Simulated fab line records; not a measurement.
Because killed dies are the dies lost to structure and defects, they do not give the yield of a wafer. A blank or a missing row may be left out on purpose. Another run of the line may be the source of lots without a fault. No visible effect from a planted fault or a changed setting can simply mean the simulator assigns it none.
fab line records ; flow nand-harc
[record] lots = 11; wafers = 33; last-day = 31
route steps=1302 shown P_GATE@190 P_CONTACT@249 P_M0@274 P_M1@303 END@1302
lots untouched by any fault: they come from a run of this same line in which no faults occurred
start-h: hours from the record's opening day to when the first of the lot's shown wafers began ; wait-h: hours since the lot's step before ; " identical to the entry in the row above ; L1.1+2: a single row standing in for several wafers ; - no value, or no start given ; * or withheld: withheld ; < > ~ a bound
route shown NAME@n: a module of which the file shows steps, and the number in the route of the first ; usual: mean/standard deviation of fault-free wafers ; same: alike in all rows ; chamber/n: place in a boat ; sites: per-site readings ; _std_site: the standard deviation of these ; _edge_site: the outer-site mean with the inner-site mean subtracted ; radius-mm: how far each site lies from the wafer's centre ; mask NAME#n: copy n ; behind: tool/chamber where the wafer was last shaped ; hold: why the lot was held/for how many hours/how that ended ; device: transistor that didn't switch, given as n, p or np ; end of line: at the end of the route, the tests of the same wafers ; where a step has no rows: the recipe by itself ; killed: dies lost to structure and defects at the first sort, not the wafer's yield ; map: dies across one wafer; x = killed, . = not, _ = none there
set.NAME: the setting as run; set.NAME@STEP: as run at that earlier step ; model.NAME: the simulator's own value behind a step, which no gauge read
the route's steps for a sample of lots (tables are steps, rows are wafers)
services: when a tool's chamber went out of use (start-h, in hours from the record's first day, below 0 if earlier), for how many hours, and the reason
[[steps]]
[step NHARC_P_GATE_STRIP_76]
[recipe] power-w = 1500; temp-c = 250; chemistry = O2
[usual] drypump-motor-current-A = 5.9/0.61; heater-power-w = 344/51
lot.wafer;tool;chamber;start-h;wait-h;drypump-motor-current-A;heater-power-w;rf-hours-counter-h
L878.2;plasma-asher-02;1;127.69;0.2;5.9;270;7
L878.4;plasma-asher-02;1;127.69;0.2;5.9;279;-
L878.5;plasma-asher-02;0;127.69;0.2;6.2;433;-
L877.2;plasma-asher-01;0;128.18;0.2;4.9;328;29
L877.3;plasma-asher-01;0;128.18;0.2;4.9;318;-
L877.5;plasma-asher-01;1;128.18;0.2;6.5;348;-
L880.1;plasma-asher-01;0;151.02;0.2;4.9;341;36
L880.3;plasma-asher-01;1;151.02;0.2;6.5;351;-
L880.4;plasma-asher-01;0;151.02;0.2;4.9;333;-
L881.2;plasma-asher-02;1;159.48;0.2;5.9;280;14
L881.1;plasma-asher-02;0;159.48;0.2;6.2;428;14
L881.4;plasma-asher-02;0;159.48;0.2;6.2;426;-
L884.1;plasma-asher-02;1;186.85;0.2;5.9;276;22
L884.3;plasma-asher-02;1;186.85;0.2;5.9;273;-
L884.6;plasma-asher-02;0;186.85;0.2;6.2;416;-
L883.1;plasma-asher-01;0;187.01;0.2;4.9;312;2
L883.3;plasma-asher-01;0;187.01;0.2;4.9;314;-
L883.4;plasma-asher-01;1;187.01;0.2;6.5;363;-
L885.1;plasma-asher-01;0;202.07;0.2;4.9;311;5
L885.4;plasma-asher-01;0;202.07;0.2;5.0;309;-
L885.6;plasma-asher-01;0;202.07;0.2;4.9;317;-
L886.2;plasma-asher-01;0;210.43;0.2;5.0;313;6
L886.5;plasma-asher-01;1;210.43;0.2;6.5;368;-
L886.6;plasma-asher-01;0;210.43;0.2;5.0;313;-
L893.3;plasma-asher-01;0;287.52;0.2;4.9;311;-
L893.4;plasma-asher-01;1;287.52;0.2;6.5;356;-
L893.6;plasma-asher-01;0;287.52;0.2;4.9;311;-
L894.2;plasma-asher-02;0;288.19;0.2;6.2;426;7
L894.4;plasma-asher-02;1;288.19;0.2;5.9;284;-
L894.6;plasma-asher-02;0;288.19;0.2;6.2;426;-
L895.2;plasma-asher-02;0;297.37;0.2;6.2;425;9
L895.6;plasma-asher-02;0;297.37;0.2;6.2;427;-
L895.5;plasma-asher-02;1;297.37;0.2;5.9;280;-
[step NHARC_P_CONTACT_CMP_24]
[recipe] t-overpolish-s = 30; target-thk-nm = 200
[usual] motor-current-A = 13.0/1.2; overpolish-run-s = 30.000/0.0088; slurry-flow-ml-min = 150.1/0.47; time-to-endpoint-s = 40.3/2.4
[same] t-overpolish-s = 30
lot.wafer;tool;chamber;start-h;wait-h;motor-current-A;overpolish-run-s;slurry-flow-ml-min;time-to-endpoint-s
L878.4;cmp-01;3;136.18;0.4;13.3;29.994;150.0;40.0
L878.2;cmp-01;1;136.18;0.4;12.3;29.997;150.4;37.4
L878.5;cmp-01;2;136.18;0.4;12.0;29.997;149.5;37.6
L877.3;cmp-04;3;136.78;0.3;12.6;29.992;149.3;36.3
L877.2;cmp-04;2;136.78;0.3;14.1;30.009;150.1;38.6
L877.5;cmp-04;0;136.78;0.3;13.3;30.001;150.0;38.8
L880.3;cmp-01;1;159.37;0.4;11.1;29.987;150.4;41.0
L880.1;cmp-01;2;159.37;0.4;12.9;30.011;149.8;41.0
L880.4;cmp-01;3;159.37;0.4;13.8;29.997;150.2;38.7
L881.1;cmp-04;2;168.64;1.0;14.1;30.006;149.9;40.1
L881.4;cmp-04;3;168.64;1.0;12.9;30.006;151.0;39.0
L881.2;cmp-04;1;168.64;1.0;12.9;29.999;150.4;35.1
L884.3;cmp-01;2;196.04;0.3;12.3;30.006;149.5;38.6
L884.1;cmp-01;3;196.04;0.3;13.4;29.987;149.9;41.1
L884.6;cmp-01;2;196.04;0.3;11.9;29.992;150.2;39.0
L883.4;cmp-03;2;196.55;0.3;14.3;30.004;149.5;41.1
L883.3;cmp-03;3;196.55;0.3;12.4;30.012;150.2;44.5
L883.1;cmp-03;0;196.55;0.3;12.4;29.996;150.8;43.1
L885.4;cmp-04;3;210.61;0.3;13.2;29.988;150.1;44.1
L885.1;cmp-04;0;210.61;0.3;12.8;30.009;151.0;42.2
L885.6;cmp-04;0;210.61;0.3;13.3;30.003;151.0;43.1
L886.2;cmp-03;1;218.90;0.6;10.7;30.006;150.3;39.2
L886.6;cmp-03;0;218.90;0.6;11.8;30.001;150.1;37.3
L886.5;cmp-03;1;218.90;0.6;10.8;29.991;149.6;37.9
L893.4;cmp-03;2;295.84;0.3;13.6;30.012;149.8;34.3
L893.3;cmp-03;1;295.84;0.3;10.5;30.011;149.4;35.8
L893.6;cmp-03;3;295.84;0.3;12.9;30.006;150.6;36.4
L894.2;cmp-04;3;296.80;0.6;12.3;30.006;149.9;39.8
L894.4;cmp-04;1;296.80;0.6;12.3;29.997;149.5;40.7
L894.6;cmp-04;2;296.80;0.6;13.4;29.994;150.8;40.9
L895.2;cmp-01;3;305.93;0.5;13.8;30.010;149.7;44.9
L895.5;cmp-01;3;305.93;0.5;13.1;30.006;149.9;41.0
L895.6;cmp-01;0;305.93;0.5;15.4;29.999;151.0;41.8
[step NHARC_P_M0_PVD_20]
[recipe] target-thk-a = 50; bias-v = 168.6; power-w = 15000; chamber-pressure-pa = 0.12; time-s = 8.06; substrate-temp-c = 50; material = TaN
[usual] bias-v = 168.5/1.7; throttle-valve-pct = 29.9/0.81; time-s = 8.06/0
lot.wafer;tool;chamber;start-h;wait-h;bias-v;throttle-valve-pct;time-s
L878.2;pvd-sputter-03;-;138.67;-;169.2;29.9;8.06
L878.4;pvd-sputter-03;-;138.67;-;168.5;30.3;8.06
L878.5;pvd-sputter-03;-;138.67;-;169.4;30.2;8.06
L877.3;pvd-sputter-01;-;139.30;-;168.0;30.0;8.06
L877.2;pvd-sputter-01;-;139.30;-;168.0;31.1;8.06
L877.5;pvd-sputter-01;-;139.30;-;165.7;30.1;8.06
L880.1;pvd-sputter-02;-;161.79;-;171.2;29.3;8.06
L880.3;pvd-sputter-02;-;161.79;-;165.5;29.8;8.06
L880.4;pvd-sputter-02;-;161.79;-;171.1;30.4;8.06
L881.2;pvd-sputter-02;-;171.23;-;172.3;30.2;8.06
L881.1;pvd-sputter-02;-;171.23;-;170.1;29.4;8.06
L881.4;pvd-sputter-02;-;171.23;-;167.5;29.4;8.06
L884.3;pvd-sputter-02;-;198.61;-;170.5;29.7;8.06
L884.1;pvd-sputter-02;-;198.61;-;168.2;29.5;8.06
L884.6;pvd-sputter-02;-;198.61;-;172.1;29.5;8.06
L883.1;pvd-sputter-03;-;199.16;-;167.2;31.0;8.06
L883.4;pvd-sputter-03;-;199.16;-;170.8;30.3;8.06
L883.3;pvd-sputter-03;-;199.16;-;165.9;31.3;8.06
L885.1;pvd-sputter-01;-;213.16;-;169.3;29.8;8.06
L885.4;pvd-sputter-01;-;213.16;-;169.1;30.9;8.06
L885.6;pvd-sputter-01;-;213.16;-;169.9;30.0;8.06
L886.2;pvd-sputter-01;-;221.69;-;167.8;30.0;8.06
L886.6;pvd-sputter-01;-;221.69;-;168.0;31.2;8.06
L886.5;pvd-sputter-01;-;221.69;-;168.9;29.9;8.06
L893.4;pvd-sputter-02;-;298.36;-;165.6;30.2;11.692
L893.3;pvd-sputter-02;-;298.36;-;171.7;29.0;8.06
L893.6;pvd-sputter-02;-;298.36;-;164.7;28.6;8.06
L894.4;pvd-sputter-03;-;299.78;-;168.7;28.9;8.06
L894.2;pvd-sputter-03;-;299.78;-;169.4;31.2;8.06
L894.6;pvd-sputter-03;-;299.78;-;165.9;28.4;8.06
L895.2;pvd-sputter-02;-;308.36;-;165.0;30.0;11.692
L895.5;pvd-sputter-02;-;308.36;-;166.6;28.9;8.06
L895.6;pvd-sputter-02;-;308.36;-;167.1;29.2;8.06
[step NHARC_P_M1_ETCH_28]
[recipe] target-depth-a = 300; over-etch-frac = 0.3; time-s = 72.99; ion-energy-ev = 150; cf4-flow-sccm = 50; n2-flow-sccm = 100; ar-flow-sccm = 150; rf-w = 300; bias-w = 100; chemistry = CF4/N2
[usual] cf4-flow-sccm = 50.00/0.15; chamber-pressure-mTorr = 29.997/0.027; drypump-motor-current-A = 5.7/0.51; oes-product-au = 0.999/0.0085; rf-vpp-V = 313.4/2.4; showerhead-plenum-p-Torr = 2.58/0.13; throttle-valve-pct = 19.794/0.0082
lot.wafer;tool;chamber;start-h;wait-h;cf4-flow-sccm;chamber-pressure-mTorr;drypump-motor-current-A;oes-product-au;rf-hours-counter-h;rf-vpp-V;showerhead-plenum-p-Torr;throttle-valve-pct
L878.2;rie-diel-06;3;-;-;49.86;30.021;5.6;0.994;1;313.2;2.51;19.783
L878.4;rie-diel-06;0;-;-;50.29;29.949;5.2;1.002;1;313.1;2.52;19.787
L878.5;rie-diel-06;2;-;-;50.14;30.034;6.1;0.995;-;316.2;2.81;19.798
L877.2;rie-diel-05;2;-;-;49.85;30.013;5.7;1.016;8;314.9;2.66;19.792
L877.3;rie-diel-05;1;-;-;49.96;30.005;5.2;0.997;7;310.6;2.44;19.796
L877.5;rie-diel-05;3;-;-;50.24;29.993;5.8;0.998;-;315.4;2.61;19.791
L880.1;rie-diel-05;1;-;-;50.12;29.972;5.2;0.998;9;310.4;2.44;19.785
L880.4;rie-diel-05;3;-;-;50.21;29.981;5.8;0.985;10;314.4;2.61;19.805
L880.3;rie-diel-05;0;-;-;50.04;29.988;4.9;0.993;8;316.5;2.79;19.782
L881.2;rie-diel-10;3;-;-;50.03;30.017;6.3;0.991;5;310.7;2.46;19.805
L881.1;rie-diel-10;1;-;-;49.86;30.032;5.2;0.998;6;315.2;2.72;19.810
L881.4;rie-diel-10;2;-;-;50.13;29.998;5.7;1.006;6;310.1;2.46;19.781
L884.3;rie-diel-10;2;-;-;50.02;29.976;5.7;1.001;8;310.1;2.46;19.816
L884.1;rie-diel-10;1;-;-;49.70;30.008;5.2;0.994;8;316.1;2.72;19.810
L884.6;rie-diel-10;3;-;-;50.01;30.009;6.3;0.991;-;310.0;2.46;19.792
L883.1;rie-diel-05;0;-;-;49.94;30.006;4.9;1.007;11;315.9;2.79;19.794
L883.3;rie-diel-05;1;-;-;50.04;29.991;5.2;1.000;11;311.6;2.44;19.798
L883.4;rie-diel-05;2;-;-;50.03;29.980;5.7;1.012;11;315.2;2.66;19.808
L885.1;rie-diel-06;0;-;-;50.15;29.991;5.2;1.003;29;311.5;2.51;19.790
L885.4;rie-diel-06;1;-;-;49.85;30.008;6.3;1.003;31;311.5;2.54;19.808
L885.6;rie-diel-06;0;-;-;50.17;29.970;5.2;0.988;-;310.1;2.51;19.796
L886.2;rie-diel-05;0;-;-;49.79;29.984;4.9;1.017;12;318.1;2.79;19.790
L886.5;rie-diel-05;0;-;-;49.88;29.997;4.9;1.014;-;317.4;2.79;19.778
L886.6;rie-diel-05;1;-;-;49.95;29.983;5.2;1.003;-;310.6;2.44;19.798
L893.4;rie-diel-05;2;-;-;50.19;30.024;5.7;1.010;5;315.9;2.66;19.794
L893.3;rie-diel-05;3;-;-;50.07;30.025;5.8;0.998;5;315.4;2.60;19.791
L893.6;rie-diel-05;1;-;-;50.05;29.989;5.2;1.006;-;311.5;2.44;19.792
L894.2;rie-diel-06;1;-;-;50.27;30.011;6.3;0.998;50;312.1;2.53;19.789
L894.4;rie-diel-06;3;-;-;50.11;30.020;5.7;1.000;52;310.7;2.49;19.799
L894.6;rie-diel-06;0;-;-;50.05;29.994;5.3;0.998;-;312.2;2.50;19.784
L895.2;rie-diel-10;2;-;-;49.88;29.978;5.8;0.995;3;312.2;2.46;19.787
L895.6;rie-diel-10;1;-;-;50.15;30.005;5.2;1.004;-;317.1;2.72;19.801
L895.5;rie-diel-10;2;-;-;50.30;30.013;5.8;0.988;-;310.4;2.46;19.787
[step NHARC_END_SORT_01]
[recipe] temp-c = 25
[usual] defect-limited-yield = 91.7/2.8; killed-at-array = 52/19; killed-at-other = 0.8/1; killed-at-periphery = 3.7/2.5; killed-dies = 56/19; killed-open = 3.5/2; killed-short = 2.2/1.4; sort_bin_2_pct = 2.9/1.2; sort_bin_3_pct = 0.6/0.36; sort_bin_4_pct = 4.8/1.6; sort-n-pass = 621/19; sort-rim-yield-pct = 92/3.9; sort-yield-pct = 91.7/2.8
[same] gross-dies = 677; sort_bin_5_pct[%] = 0; sort_bin_6_pct[%] = 0; sort_bin_7_pct[%] = 0; sort_bin_8_pct[%] = 0; sort-rim-n-gross = 106.00
lot.wafer;tool;chamber;start-h;wait-h;defect-limited-yield[%];killed-at-array;killed-at-other;killed-at-periphery;killed-dies;killed-open;killed-short;sort_bin_2_pct[%];sort_bin_3_pct[%];sort_bin_4_pct[%];sort-n-pass;sort-rim-yield-pct[%];sort-yield-pct[%]
L877.2;prober-02;0;571.12;2.8;95.7;26;2;1;29;4;6;1.6;0;2.7;648;97;95.7
L877.3;prober-02;0;571.92;3.1;97.6;14;0;2;16;0;1;0.6;0.1;1.6;661;99;97.6
L877.5;prober-02;0;573.52;3.7;95.0;31;1;2;34;5;1;2.2;0.1;2.7;643;95;95.0
L884.1;prober-02;0;630.64;2.5;93.1;43;1;3;47;6;2;2.8;0.1;4.0;630;89;93.1
L884.3;prober-02;0;632.24;3.1;93.1;43;0;4;47;5;4;2.8;0.1;4.0;630;92;93.1
L884.6;prober-02;0;634.63;4.0;91.1;56;1;3;60;4;2;2.5;0.4;5.9;617;91;91.1
L886.2;prober-01;0;665.45;2.8;90.5;62;0;2;64;3;1;3.0;0.6;5.9;613;90;90.5
L886.5;prober-01;0;667.84;3.7;90.5;61;0;3;64;5;1;2.8;0.7;5.9;613;88;90.5
L886.6;prober-01;0;668.63;4.0;88.5;70;0;8;78;7;4;4.9;0.7;5.9;599;92;88.5
L894.2;prober-01;0;748.83;2.8;88.5;74;2;2;78;6;5;5.0;1.3;5.2;599;88;88.5
L894.4;prober-01;0;750.43;3.4;89.8;68;0;1;69;5;2;3.4;0.6;6.2;608;91;89.8
L894.6;prober-01;0;752.04;4.0;88.5;74;0;4;78;8;1;4.4;0.9;6.2;599;88;88.5
// killed by level:class
L877.2 A_CHANNEL_HOLE_D2:chamber-film-flake=7 A_CONTACT:chamber-film-flake=5 A_SOURCE_PLATE:geometric-particle:short=1 A_ONON_D1:geometric-particle:short=1 A_CHANNEL_HOLE_D1:geometric-particle:open=1 A_CHANNEL_FILL_D1:geometric-particle:short=1 A_CHANNEL_FILL_D1:geometric-particle:open=1 A_ONON_D2:geometric-particle:open=1
L877.3 A_CHANNEL_HOLE_D2:chamber-film-flake=6 A_CHANNEL_HOLE_D1:chamber-film-flake=3 A_STAIRCASE:chamber-film-flake=2 P_M0:geometric-particle:short=1 P_CONTACT:chamber-film-flake=1 A_CHANNEL_FILL_D2:chamber-film-flake=1 A_WL_FILL:chamber-film-flake=1 A_CONTACT:chamber-film-flake=1
L877.5 A_CHANNEL_HOLE_D2:chamber-film-flake=14 A_STAIRCASE:chamber-film-flake=5 A_CHANNEL_HOLE_D1:chamber-film-flake=3 A_ONON_D1:geometric-particle:open=2 A_CONTACT:chamber-film-flake=2 P_CONTACT:geometric-particle:open=1 A_CHANNEL_FILL_D1:geometric-particle:open=1 A_ONON_D2:geometric-particle:open=1
L884.1 A_CHANNEL_HOLE_D2:chamber-film-flake=17 A_CHANNEL_HOLE_D1:chamber-film-flake=15 A_CONTACT:chamber-film-flake=4 A_DECK1_JOINT:geometric-particle:open=2 A_BLC:geometric-particle:open=2 P_CONTACT:geometric-particle:short=1 P_M0:geometric-particle:open=1 A_SOURCE_PLATE:geometric-particle:open=1
L884.3 A_CHANNEL_HOLE_D1:chamber-film-flake=15 A_CHANNEL_HOLE_D2:chamber-film-flake=14 P_GATE:chamber-film-flake=3 A_CONTACT:chamber-film-flake=3 P_GATE:geometric-particle:short=1 A_ONON_D1:geometric-particle:open=1 A_CHANNEL_FILL_D1:geometric-particle:open=1 A_DECK1_JOINT:geometric-particle:short=1
L884.6 A_CHANNEL_HOLE_D1:chamber-film-flake=24 A_CHANNEL_HOLE_D2:chamber-film-flake=15 A_CONTACT:chamber-film-flake=8 A_STAIRCASE:chamber-film-flake=4 A_ONON_D2:geometric-particle:open=2 P_BONDPAD:geometric-particle:open=1 A_ONON_D1:geometric-particle:open=1 A_CHANNEL_HOLE_D1:geometric-particle:short=1
L886.2 A_CHANNEL_HOLE_D1:chamber-film-flake=32 A_CHANNEL_HOLE_D2:chamber-film-flake=18 A_CONTACT:chamber-film-flake=3 A_DECK1_JOINT:geometric-particle:open=2 A_STAIRCASE:chamber-film-flake=2 A_SLIT:chamber-film-flake=2 A_SOURCE_PLATE:geometric-particle:short=1 A_ONON_D2:geometric-particle:open=1
L886.5 A_CHANNEL_HOLE_D1:chamber-film-flake=30 A_CHANNEL_HOLE_D2:chamber-film-flake=14 A_CHANNEL_FILL_D1:chamber-film-flake=3 A_CHANNEL_FILL_D2:chamber-film-flake=3 A_STAIRCASE:chamber-film-flake=3 A_CHANNEL_FILL_D2:geometric-particle:open=2 A_CONTACT:chamber-film-flake=2 P_GATE:geometric-particle:open=1
L886.6 A_CHANNEL_HOLE_D1:chamber-film-flake=32 A_CHANNEL_HOLE_D2:chamber-film-flake=20 P_M2:chamber-film-flake=5 A_CHANNEL_HOLE_D1:geometric-particle:open=2 A_DECK1_JOINT:geometric-particle:short=2 A_ONON_D1:geometric-particle:short=1 A_CHANNEL_FILL_D1:geometric-particle:open=1 A_CHANNEL_FILL_D1:geometric-particle:short=1
L894.2 A_SLIT:chamber-film-flake=32 A_CHANNEL_HOLE_D1:chamber-film-flake=26 P_M0:geometric-particle:open=2 A_CHANNEL_HOLE_D1:geometric-particle:short=2 A_M0:geometric-particle:open=2 A_M0:chamber-film-flake=2 THIN_TSV:chamber-film-flake=2 A_CHANNEL_FILL_D1:geometric-particle:open=1
L894.4 A_SLIT:chamber-film-flake=40 A_CHANNEL_HOLE_D1:chamber-film-flake=12 A_CHANNEL_HOLE_D2:chamber-film-flake=3 A_DECK1_JOINT:chamber-film-flake=2 A_M0:chamber-film-flake=2 P_CONTACT:geometric-particle:open=1 A_CHANNEL_HOLE_D1:geometric-particle:short=1 A_ONON_D2:geometric-particle:open=1
L894.6 A_CHANNEL_HOLE_D1:chamber-film-flake=30 A_SLIT:chamber-film-flake=30 A_CHANNEL_FILL_D2:chamber-film-flake=2 A_STAIRCASE:chamber-film-flake=2 P_STI:geometric-particle:open=1 P_GATE:geometric-particle:open=1 P_M0:geometric-particle:open=1 A_CHANNEL_HOLE_D1:geometric-particle:short=1
[[services]]
tool;chamber;start-h;hours;kind
pvd-sputter-02;-;104.96;10.0;pm
rie-diel-10;3;119.75;8.5;repair
plasma-asher-02;-;125.88;1.2;repair
cmp-04;-;126.18;4.0;pm
rie-diel-06;-;130.20;9.0;pm
cmp-03;-;132.06;0.9;repair
plasma-asher-02;-;150.40;0.9;repair
pvd-sputter-01;-;159.21;14.6;repair
plasma-asher-01;-;165.00;9.0;pm
cmp-01;-;185.55;4.0;pm
cmp-01;-;217.49;1.1;repair
rie-diel-05;1;217.61;2.8;repair
cmp-01;-;220.37;5.2;repair
cmp-04;-;224.18;4.0;pm
rie-diel-05;-;229.66;9.0;pm
cmp-01;-;235.00;2.8;repair
rie-diel-05;-;240.70;0.8;repair
plasma-asher-02;-;249.04;9.0;pm
plasma-asher-01;-;252.35;5.9;repair
cmp-01;-;254.50;0.7;repair
pvd-sputter-02;-;282.96;10.0;pm
cmp-01;-;283.55;4.0;pm
cmp-01;-;300.05;0.9;repair
plasma-asher-02;-;303.95;10.4;repair
[[key]]
[first-sign] step = NHARC_P_M0_PVD_20; reading = time-s; direction = up; sigmas = 99+; usual = *; struck = *
effect none on later readings
met-at NHARC_P_M0_PVD_20
struck-lots L893,L895
struck-wafers L893.4,L895.2
not-acting-at NHARC_P_GATE_STRIP_76,NHARC_P_CONTACT_CMP_24,NHARC_P_M1_ETCH_28
onset-between 171.23 298.36
[fault] kind = process-parameter-drift; tool = pvd-sputter-02; chamber = -; onset-h = 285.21; steps = NHARC_P_M0_PVD_20; channel = time-s; offset = *; shape = step; end-h = 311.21; acts-in = *; stated = *; scope = struck-wafers-only
